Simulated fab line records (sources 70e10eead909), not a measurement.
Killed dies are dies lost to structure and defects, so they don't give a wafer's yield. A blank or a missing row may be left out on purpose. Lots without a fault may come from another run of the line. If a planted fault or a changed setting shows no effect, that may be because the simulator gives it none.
fab line records	flow nandHarc	part 1 of 2: steps 1 to 22 of 36
[record] lots = 5	wafers = 15	lastDay = 24
route steps=1159 shown A_BLC@968 A_M0@994
lots that met no fault: taken from a fault-free run of the same line
startH: hours from the record's opening day to when the first of the lot's shown wafers began	waitH: hours since the lot's step before	" unchanged from the row above	L1.1+2: several wafers, shown together as one row	- no value, or no start given	* or withheld: withheld	< > ~ a bound
route shown NAME@n: a module of which the file shows steps, and the number in the route of the first	usual: average and standard deviation across the fault-free wafers	same: alike in all rows	chamber/n: place in a boat	sites: readings site by site	_std_site: the standard deviation of these	_edge_site: outer sites' mean less inner sites'	radiusMm: for every site, how far away it sits from the centre of the wafer	mask NAME#n: copy n	behind: tool/chamber where the wafer was last shaped	hold: what put the lot on hold/how long, in hours/how the hold closed	device: which transistor (n, p or np) failed to switch	end of line: tests run on the same wafers once the route is complete	a step given without rows: its recipe and nothing more	killed: at the first sort, the dies lost to defects and structure; wafer yield is something else	map: shows each die of a wafer: x if killed, . if not, _ if none is there
set.NAME: setting as actually run; set.NAME@STEP: the setting as run at that earlier step	model.NAME: the simulator's own value behind a step, which no gauge read
certain route steps with their lots: each step a table, each wafer a row
services: from which hour (startH, from the record's first day; less than 0 if before it) a tool's chamber was out of use, for how many hours, and why
[[steps]]
[step NHARC_A_BLC_COAT_04]
[recipe] spinRpm = 1500	resistThkNm = 90
lot.wafer	tool	chamber	startH	waitH
L081.1+3+6	lithoTrack-01	0	-	-
L083.2+3+5	lithoTrack-06	0	-	-
L085.3+5+6	lithoTrack-06	0	-	-
L086.2+3+6	lithoTrack-01	0	-	-
L092.2+5+6	lithoTrack-04	0	-	-
[step NHARC_A_BLC_SOFTBAKE_05]
[recipe] tempC = 105	timeS = 55
[usual] heaterPowerTotalW = 188.45/0.13
lot.wafer	tool	chamber	startH	waitH	heaterPowerTotalW
L081.1	lithoTrack-01	0	-	-	188.37
L081.3	"	0	"	"	188.35
L081.6	"	0	"	"	188.41
L083.2	lithoTrack-06	0	-	-	188.53
L083.3	"	0	"	"	188.24
L083.5	"	0	"	"	188.71
L085.3	lithoTrack-06	0	-	-	188.48
L085.5	"	0	"	"	188.58
L085.6	"	0	"	"	188.41
L086.2	lithoTrack-01	0	-	-	188.21
L086.3	"	0	"	"	188.41
L086.6	"	0	"	"	188.46
L092.2	lithoTrack-04	0	-	-	188.39
L092.5	"	0	"	"	188.35
L092.6	"	0	"	"	188.44
[step NHARC_A_BLC_EBR_06]
lot.wafer	tool	chamber	startH	waitH
L081.1+3+6	lithoTrack-01	0	-	-
L083.2+3+5	lithoTrack-06	0	-	-
L085.3+5+6	lithoTrack-06	0	-	-
L086.2+3+6	lithoTrack-01	0	-	-
L092.2+5+6	lithoTrack-04	0	-	-
[step NHARC_A_BLC_EXPOSE_07]
[recipe] na = 1.35	targetCdNm = 100	doseMj = 67.97	maskId = A_BLC
lot.wafer	tool	chamber	startH	waitH	mask
L081.1+3+6	arfiScanner-02	0	438.62	-	A_BLC#0
L083.2+3+5	arfiScanner-02	0	448.23	-	A_BLC#0
L085.3+5+6	arfiScanner-01	0	466.31	-	A_BLC#0
L086.2+3+6	arfiScanner-02	0	475.93	-	A_BLC#0
L092.2+5+6	arfiScanner-02	0	509.97	-	A_BLC#0
[step NHARC_A_BLC_PEB_08]
[recipe] pebTempC = 100	pebTimeS = 65
[usual] heaterPowerTotalW = 156.6/0.44
lot.wafer	tool	chamber	startH	waitH	heaterPowerTotalW
L081.1	lithoTrack-04	0	438.68	0.1	155.9
L081.3	"	0	"	"	155.9
L081.6	"	0	"	"	156.9
L083.2	lithoTrack-06	0	448.29	0.1	157.1
L083.3	"	0	"	"	156.1
L083.5	"	0	"	"	156.1
L085.3	lithoTrack-04	0	466.36	0.0	156.4
L085.5	"	0	"	"	155.9
L085.6	"	0	"	"	156.0
L086.2	lithoTrack-06	0	475.99	0.1	156.5
L086.3	"	0	"	"	157.1
L086.6	"	0	"	"	156.4
L092.2	lithoTrack-01	0	510.03	0.1	156.9
L092.5	"	0	"	"	156.0
L092.6	"	0	"	"	156.6
[step NHARC_A_BLC_DEVELOP_09]
[recipe] developTimeS = 35	devTempC = 23
lot.wafer	tool	chamber	startH	waitH
L081.1+3+6	lithoTrack-04	0	-	-
L083.2+3+5	lithoTrack-06	0	-	-
L085.3+5+6	lithoTrack-04	0	-	-
L086.2+3+6	lithoTrack-06	0	-	-
L092.2+5+6	lithoTrack-01	0	-	-
[step NHARC_A_BLC_CD_MEAS_10]
[recipe] targetCdNm = 100	landingEnergyEv = 500
[usual] cdNm = 99.8/0.64
lot.wafer	tool	chamber	startH	waitH	cdNm
L081.1	cdSem-01	0	438.76	-	100.5
L081.3	"	0	"	"	99.8
L081.6	"	0	"	"	101.1
L083.2	cdSem-03	0	448.37	-	99.9
L083.3	"	0	"	"	99.3
L083.5	"	0	"	"	98.5
L085.3	cdSem-02	0	466.44	-	99.8
L085.5	"	0	"	"	99.7
L085.6	"	0	"	"	99.9
L086.2	cdSem-02	0	476.07	-	99.8
L086.3	"	0	"	"	99.4
L086.6	"	0	"	"	100.2
L092.2	cdSem-02	0	510.11	-	99.5
L092.5	"	0	"	"	100.0
L092.6	"	0	"	"	99.6
[step NHARC_A_BLC_OVL_MEAS_11]
[usual] overlayXNm = 0.0/0.64	overlayYNm = -0.2/0.9
lot.wafer	tool	chamber	startH	waitH	overlayXNm	overlayYNm
L081.1	overlay-01	-	438.86	-	-0.2	-2.3
L081.3	"	-	"	"	-0.8	-2.0
L081.6	"	-	"	"	-0.3	-2.8
L083.2	overlay-01	-	448.45	-	0.7	-0.3
L083.3	"	-	"	"	0.3	-0.6
L083.5	"	-	"	"	0.4	-0.3
L085.3	overlay-01	-	466.53	-	-0.6	-0.4
L085.5	"	-	"	"	-0.8	-0.3
L085.6	"	-	"	"	-0.4	-0.6
L086.2	overlay-02	-	476.15	-	0.0	-0.2
L086.3	"	-	"	"	-0.7	-1.2
L086.6	"	-	"	"	-0.5	-0.7
L092.2	overlay-01	-	510.20	-	-0.1	1.6
L092.5	"	-	"	"	-0.1	1.4
L092.6	"	-	"	"	0.2	1.4
[step NHARC_A_BLC_INSPECT_12]
[usual] rawDefectCount = 32/16
lot.wafer	tool	chamber	startH	waitH	rawDefectCount
L081.1	defectInspect-01	-	438.90	0.0	21
L081.3	"	-	"	"	31
L081.6	"	-	"	"	29
L083.2	defectInspect-01	-	448.49	0.0	19
L083.3	"	-	"	"	13
L083.5	"	-	"	"	13
L085.3	defectInspect-02	-	466.57	0.0	20
L085.5	"	-	"	"	36
L085.6	"	-	"	"	33
L086.2	defectInspect-02	-	476.19	0.0	35
L086.3	"	-	"	"	35
L086.6	"	-	"	"	34
L092.2	defectInspect-01	-	510.24	0.0	18
L092.5	"	-	"	"	20
L092.6	"	-	"	"	15
[step NHARC_A_BLC_DESCUM_15]
[recipe] timeS = 3	o2FlowSccm = 200	arFlowSccm = 0	biasPowerW = 0	chemistry = O2
[usual] drypumpMotorCurrentA = 5.8/0.75	oesProductAu = 1.001/0.0082	rfVppV = 57.7/0.92	showerheadPlenumPTorr = 1.91/0.077	throttleValvePct = 11.310/0.0096
lot.wafer	tool	chamber	startH	waitH	drypumpMotorCurrentA	oesProductAu	rfHoursCounterH	rfVppV	showerheadPlenumPTorr	throttleValvePct
L081.3	rieDiel-05	3	438.98	0.1	6.4	1.004	9	57.2	1.91	11.304
L081.1	"	1	"	"	6.4	0.997	9	58.1	1.98	11.313
L081.6	"	0	"	"	4.7	0.992	-	57.1	1.81	11.308
L083.3	rieDiel-05	2	448.56	0.1	4.7	1.008	11	58.4	1.81	11.306
L083.2	"	0	"	"	4.7	1.005	11	56.7	1.81	11.314
L083.5	"	1	"	"	6.3	1.010	-	58.4	1.98	11.313
L085.3	rieDiel-05	1	466.67	0.1	6.3	1.007	14	57.0	1.98	11.317
L085.6	"	2	"	"	4.7	0.989	-	58.2	1.81	11.324
L085.5	"	3	"	"	6.5	1.004	-	57.1	1.91	11.313
L086.3	rieDiel-05	2	476.25	0.1	4.7	0.993	16	57.7	1.81	11.330
L086.2	"	3	"	"	6.4	1.009	15	59.0	1.91	11.316
L086.6	"	3	"	"	6.4	1.008	-	56.7	1.91	11.304
L092.2	rieDiel-06	1	510.32	0.1	6.3	1.011	8	56.1	1.81	11.291
L092.5	"	2	"	"	5.5	0.999	-	58.4	2.00	11.318
L092.6	"	3	"	"	6.4	0.999	-	57.6	1.97	11.306
[step NHARC_A_BLC_ETCH_16]
[recipe] targetDepthA = 390	overEtchFrac = 0.3	timeS = 65	ionEnergyEv = 80	cf4FlowSccm = 150	arFlowSccm = 0	rfW = 300	biasW = 100	chemistry = CF4
[usual] drypumpMotorCurrentA = 5.8/0.74	oesProductAu = 1.001/0.0083	rfFwdPowerW = 297.7/1.2	rfVppV = 151.2/1.1	showerheadPlenumPTorr = 1.76/0.067	throttleValvePct = 13.284/0.0095
[same] overEtchFrac = 0.3
lot.wafer	tool	chamber	startH	waitH	drypumpMotorCurrentA	oesProductAu	rfFwdPowerW	rfHoursCounterH	rfVppV	showerheadPlenumPTorr	throttleValvePct
L081.1	rieDiel-05	1	439.07	0.1	6.4	1.010	298.4	9	153.6	1.83	13.290
L081.3	"	3	"	"	6.4	1.011	295.5	9	151.2	1.77	13.273
L081.6	"	1	"	"	6.4	1.004	298.4	-	152.6	1.83	13.307
L083.3	rieDiel-05	3	448.64	0.1	6.4	1.004	294.6	11	151.6	1.77	13.283
L083.2	"	0	"	"	4.7	1.009	298.6	11	149.9	1.68	13.284
L083.5	"	2	"	"	4.6	0.998	298.8	-	150.1	1.68	13.283
L085.3	rieDiel-05	0	466.73	0.1	4.7	1.004	298.1	14	150.3	1.68	13.277
L085.5	"	0	"	"	4.7	0.996	298.6	-	151.6	1.68	13.273
L085.6	"	1	"	"	6.3	1.006	298.7	-	151.7	1.83	13.298
L086.3	rieDiel-05	0	476.33	0.1	4.7	0.993	298.0	15	149.3	1.68	13.278
L086.2	"	1	"	"	6.3	1.015	297.5	15	150.9	1.83	13.284
L086.6	"	0	"	"	4.7	1.005	296.9	-	150.4	1.68	13.271
L092.2	rieDiel-06	3	510.39	0.1	6.4	0.991	296.1	8	152.3	1.82	13.282
L092.5	"	1	"	"	6.3	1.000	297.0	-	151.2	1.68	13.291
L092.6	"	2	"	"	5.5	0.988	299.0	-	151.1	1.84	13.294
[step NHARC_A_BLC_ETCH_17]
[recipe] targetDepthA = 3900	overEtchFrac = 0.25	timeS = 609.38	ionEnergyEv = 200	n2FlowSccm = 150	h2FlowSccm = 150	arFlowSccm = 0	rfW = 400	biasW = 150	chemistry = N2/H2
[usual] drypumpMotorCurrentA = 5.8/0.75	oesProductAu = 1.001/0.007	rfFwdPowerW = 399.7/1.2	rfVppV = 430.2/2.5	showerheadPlenumPTorr = 2.03/0.086	throttleValvePct = 14.170/0.0097
[same] overEtchFrac = 0.25
lot.wafer	tool	chamber	startH	waitH	drypumpMotorCurrentA	oesProductAu	rfFwdPowerW	rfHoursCounterH	rfVppV	showerheadPlenumPTorr	throttleValvePct
L081.3	rieDiel-05	0	-	-	4.7	0.999	399.2	10	427.6	1.93	14.174
L081.1	"	2	"	"	4.7	1.009	400.6	9	427.8	1.93	14.169
L081.6	"	0	"	"	4.7	1.013	397.9	-	427.3	1.93	14.169
L083.3	rieDiel-05	2	-	-	4.7	0.995	401.4	11	427.0	1.92	14.163
L083.2	"	0	"	"	4.7	0.995	401.6	11	425.6	1.92	14.154
L083.5	"	3	"	"	6.4	1.000	399.8	-	430.4	2.04	14.160
L085.3	rieDiel-05	2	-	-	4.7	0.997	399.5	15	427.6	1.92	14.189
L085.5	"	1	"	"	6.4	1.008	399.5	-	433.0	2.12	14.180
L085.6	"	2	"	"	4.7	0.998	399.9	-	428.1	1.92	14.167
L086.2	rieDiel-05	0	-	-	4.7	1.007	399.6	15	426.7	1.92	14.186
L086.3	"	2	"	"	4.7	1.014	400.1	16	427.1	1.92	14.159
L086.6	"	3	"	"	6.4	1.015	401.1	-	431.0	2.03	14.174
L092.2	rieDiel-06	3	-	-	6.4	0.992	400.7	8	431.3	2.10	14.190
L092.6	"	1	"	"	6.3	0.994	401.1	-	427.3	1.93	14.167
L092.5	"	2	"	"	5.5	0.999	398.3	-	433.5	2.13	14.168
[step NHARC_A_BLC_ETCH_18]
[recipe] targetDepthA = 9100	c4f8FlowSccm = 20	o2FlowSccm = 10	arFlowSccm = withheld	rfW = 600	biasW = 1500	chemistry = C4F8/O2/Ar
[usual] oesProductAu = 0.952/0.023	rfFwdPowerW = 599.1/1.9	rfVppV = 978/5.4
lot.wafer	tool	chamber	startH	waitH	oesProductAu	rfFwdPowerW	rfHoursCounterH	rfVppV
L081.1	rieDiel-05	0	-	-	0.966	597.7	10	970
L081.3	"	1	"	"	0.983	601.2	10	983
L081.6	"	0	"	"	0.953	597.0	-	970
L083.2	rieDiel-05	3	-	-	0.918	596.8	12	978
L083.3	"	0	"	"	0.925	601.4	11	969
L083.5	"	2	"	"	0.926	599.3	-	971
L085.3	rieDiel-05	0	-	-	0.974	600.5	14	971
L085.5	"	1	"	"	0.984	600.6	-	982
L085.6	"	2	"	"	0.962	594.7	-	971
L086.2	rieDiel-05	0	-	-	0.925	600.5	15	972
L086.3	"	1	"	"	0.931	598.4	16	983
L086.6	"	1	"	"	0.929	599.2	-	981
L092.2	rieDiel-06	0	-	-	0.968	600.7	8	983
L092.6	"	3	"	"	0.962	597.7	-	982
L092.5	"	0	"	"	0.968	597.1	-	984
[step NHARC_A_BLC_CD_MEAS_19]
[usual] cdNm = 100.7/2.4
lot.wafer	tool	chamber	startH	waitH	cdNm
L081.1	cdSem-03	-	439.94	-	104.8
L081.3	"	-	"	"	105.0
L081.6	"	-	"	"	105.5
L083.2	cdSem-02	-	449.53	-	100.0
L083.3	"	-	"	"	100.8
L083.5	"	-	"	"	98.6
L085.3	cdSem-01	-	467.62	-	102.2
L085.5	"	-	"	"	103.4
L085.6	"	-	"	"	98.9
L086.2	cdSem-01	-	477.22	-	101.9
L086.3	"	-	"	"	103.2
L086.6	"	-	"	"	104.6
L092.2	cdSem-02	-	511.27	-	102.4
L092.5	"	-	"	"	102.0
L092.6	"	-	"	"	99.6
[step NHARC_A_BLC_STRIP_29]
[recipe] cf4FlowSccm = 150	arFlowSccm = 0	biasW = 0	chemistry = CF4
[usual] drypumpMotorCurrentA = 5.8/0.68	oesProductAu = 1.000/0.0077	rfVppV = 59.3/0.89	showerheadPlenumPTorr = 1.77/0.064	throttleValvePct = 13.284/0.0087
lot.wafer	tool	chamber	startH	waitH	drypumpMotorCurrentA	oesProductAu	rfHoursCounterH	rfVppV	showerheadPlenumPTorr	throttleValvePct
L081.3	rieDiel-05	0	440.02	0.1	4.7	1.000	10	60.5	1.68	13.299
L081.1	"	3	"	"	6.4	0.995	10	59.2	1.77	13.280
L081.6	"	1	"	"	6.3	1.005	-	58.3	1.83	13.274
L083.3	rieDiel-05	3	449.60	0.1	6.4	1.000	12	58.4	1.77	13.283
L083.2	"	2	"	"	4.7	1.005	12	57.9	1.68	13.288
L083.5	"	3	"	"	6.4	0.997	-	59.4	1.77	13.284
L085.3	rieDiel-11	0	467.69	0.1	6.1	1.021	32	60.4	1.77	13.296
L085.5	"	0	"	"	6.1	1.013	-	59.6	1.77	13.294
L085.6	"	1	"	"	5.8	1.001	-	59.5	1.77	13.249
L086.3	rieDiel-06	0	477.30	0.1	6.5	0.999	4	58.4	1.83	13.264
L086.2	"	2	"	"	5.5	1.000	3	60.7	1.84	13.281
L086.6	"	0	"	"	6.6	1.000	-	58.3	1.83	13.298
L092.2	rieDiel-05	1	511.35	0.1	6.4	0.998	19	59.4	1.83	13.302
L092.6	"	0	"	"	4.7	0.994	-	59.1	1.68	13.287
L092.5	"	1	"	"	6.4	0.999	-	60.3	1.83	13.281
[step NHARC_A_BLC_STRIP_21]
[recipe] o2FlowSccm = 500	arFlowSccm = 0	biasW = 0	chemistry = O2
[usual] drypumpMotorCurrentA = 5.8/0.69	oesProductAu = 1.001/0.0085	rfVppV = 57.9/0.95	showerheadPlenumPTorr = 3.53/0.13	throttleValvePct = 17.036/0.0086
lot.wafer	tool	chamber	startH	waitH	drypumpMotorCurrentA	oesProductAu	rfHoursCounterH	rfVppV	showerheadPlenumPTorr	throttleValvePct
L081.3	rieDiel-05	2	440.12	0.1	4.7	1.008	9	55.4	3.35	17.038
L081.1	"	1	"	"	6.4	1.008	10	60.0	3.65	17.047
L081.6	"	3	"	"	6.4	0.997	-	56.5	3.52	17.046
L083.3	rieDiel-05	2	449.70	0.1	4.7	0.999	12	57.6	3.35	17.045
L083.2	"	0	"	"	4.7	1.004	11	57.9	3.35	17.038
L083.5	"	2	"	"	4.7	0.999	-	57.0	3.35	17.049
L085.3	rieDiel-11	2	467.84	0.1	5.4	0.999	34	58.7	3.64	17.042
L085.6	"	0	"	"	6.1	1.001	-	58.6	3.53	17.043
L085.5	"	2	"	"	5.4	0.994	-	57.8	3.64	17.012
L086.3	rieDiel-06	0	477.39	0.1	6.5	0.988	5	58.0	3.65	17.024
L086.2	"	2	"	"	5.5	0.992	3	56.3	3.67	17.036
L086.6	"	1	"	"	6.3	0.990	-	57.6	3.36	17.040
L092.2	rieDiel-05	3	511.46	0.1	6.4	1.010	19	58.8	3.52	17.040
L092.6	"	1	"	"	6.4	1.011	-	57.7	3.64	17.037
L092.5	"	2	"	"	4.7	0.998	-	57.0	3.34	17.036
[step NHARC_A_BLC_STRIP_22]
[recipe] timeS = 600	tempC = 30	chemistry = postEtchResidueRemover
lot.wafer	tool	chamber	startH	waitH
L081.6+3+1	wetBench-06	2,3,6	440.28	-
L083.3+2+5	wetBench-06	4,6,1	449.87	-
L085.6+3+5	wetBench-06	0,1,3	467.99	-
L086.6+2+3	wetBench-02	4,6,0	477.55	-
L092.2+5+6	wetBench-01	3,5,7	511.61	-
[step NHARC_A_BLC_DEGAS_30]
[recipe] tempC = 300	timeS = 60
[usual] heaterPowerW = 459/45	susceptorTempC = 299.99/0.21
lot.wafer	tool	chamber	startH	waitH	heaterPowerW	susceptorTempC
L081.1	pvdSputter-03	-	440.56	-	457	-
L081.3	"	-	"	"	488	-
L081.6	"	-	"	"	500	-
L083.3	pvdSputter-03	-	450.14	-	462	299.75
L083.2	"	-	"	"	485	300.00
L083.5	"	-	"	"	454	299.48
L085.3	pvdSputter-02	-	468.26	-	485	300.23
L085.5	"	-	"	"	434	300.26
L085.6	"	-	"	"	482	299.89
L086.3	pvdSputter-03	-	477.82	-	489	299.78
L086.2	"	-	"	"	480	299.96
L086.6	"	-	"	"	481	300.02
L092.2	pvdSputter-02	-	511.90	-	504	300.23
L092.6	"	-	"	"	433	300.06
L092.5	"	-	"	"	370	300.25
[step NHARC_A_BLC_PRE_CLEAN_31]
[recipe] timeS = 15	biasV = 250	gas = Ar
lot.wafer	tool	chamber	startH	waitH
L081.3+1+6	pvdSputter-03	-	-	-
L083.3+2+5	pvdSputter-03	-	-	-
L085.3+6+5	pvdSputter-02	-	-	-
L086.3+2+6	pvdSputter-03	-	-	-
L092.2+6+5	pvdSputter-02	-	-	-
[step NHARC_A_BLC_PVD_32]
[recipe] targetThkA = 50	chamberPressurePa = 5	powerW = 5000	substrateTempC = 200	timeS = 17.7	material = Ti
[usual] substrateTempC = 200.01/0.16	throttleValvePct = 30.1/0.81
lot.wafer	tool	chamber	startH	waitH	substrateTempC	throttleValvePct
L081.1	pvdSputter-03	-	-	-	199.95	29.6
L081.3	"	-	"	"	199.61	30.3
L081.6	"	-	"	"	200.10	29.9
L083.3	pvdSputter-03	-	-	-	199.76	30.2
L083.2	"	-	"	"	200.23	30.1
L083.5	"	-	"	"	199.65	29.4
L085.3	pvdSputter-02	-	-	-	199.99	28.8
L085.6	"	-	"	"	200.20	28.6
L085.5	"	-	"	"	199.73	30.2
L086.3	pvdSputter-03	-	-	-	200.03	29.9
L086.2	"	-	"	"	199.80	30.0
L086.6	"	-	"	"	199.90	30.7
L092.2	pvdSputter-02	-	-	-	200.15	30.2
L092.6	"	-	"	"	200.02	28.9
L092.5	"	-	"	"	199.90	30.2
[step NHARC_A_BLC_ALD_23]
[recipe] targetThkA = 30	pulseTimeS = 1	aldCycles = 150	tempC = 450	material = TiN
[usual] heaterPowerW = 1133/91	precursorPulseHeightRel = 1.001/0.02	susceptorTempC = 450.03/0.23
lot.wafer	tool	chamber	startH	waitH	heaterPowerW	precursorPulseHeightRel	susceptorTempC
L081.3	aldMetal-01	1	440.81	-	1001	0.983	450.24
L081.1	"	2	"	"	1066	1.001	450.03
L081.6	"	0	"	"	1009	0.995	450.15
L083.2	aldMetal-04	2	450.40	-	1059	0.962	450.16
L083.3	"	0	"	"	1030	0.998	449.80
L083.5	"	1	"	"	1183	1.040	449.94
L085.3	aldMetal-01	1	468.52	-	1034	0.995	450.11
L085.6	"	0	"	"	956	1.003	450.01
L085.5	"	1	"	"	1026	1.034	450.23
L086.2	aldMetal-03	3	478.06	-	1151	1.035	449.92
L086.3	"	1	"	"	1114	0.988	449.99
L086.6	"	0	"	"	1196	1.008	449.96
L092.2	aldMetal-01	1	512.17	-	1044	0.982	449.82
L092.5	"	2	"	"	1126	0.995	449.81
L092.6	"	3	"	"	1192	0.977	449.88
[step NHARC_A_BLC_CVD_24]
[recipe] targetThkA = 1500	tempC = 300	pressureTorr = 40	wf6FlowSccm = 40	h2FlowSccm = 1600	arFlowSccm = 1560	timeS = 434	material = W
[usual] heaterPowerW = 443/37	susceptorTempC = 299.99/0.22	throttleValvePct = 7.8/0.36
lot.wafer	tool	chamber	startH	waitH	heaterPowerW	susceptorTempC	throttleValvePct
L081.1	cvdW-02	0	-	-	406	299.92	8.0
L081.3	"	1	"	"	494	299.61	7.3
L081.6	"	0	"	"	402	299.75	8.1
L083.2	cvdW-02	0	-	-	396	300.04	8.0
L083.3	"	1	"	"	488	300.22	7.2
L083.5	"	1	"	"	476	299.70	7.3
L085.3	cvdW-01	1	-	-	418	300.23	8.2
L085.5	"	0	"	"	448	300.28	8.1
L085.6	"	1	"	"	425	300.24	8.4
L086.2	cvdW-02	0	-	-	407	300.26	8.2
L086.3	"	0	"	"	408	299.99	8.4
L086.6	"	0	"	"	404	300.02	8.0
L092.2	cvdW-02	0	-	-	408	300.01	7.9
L092.5	"	1	"	"	500	300.21	7.5
L092.6	"	0	"	"	412	300.49	8.1
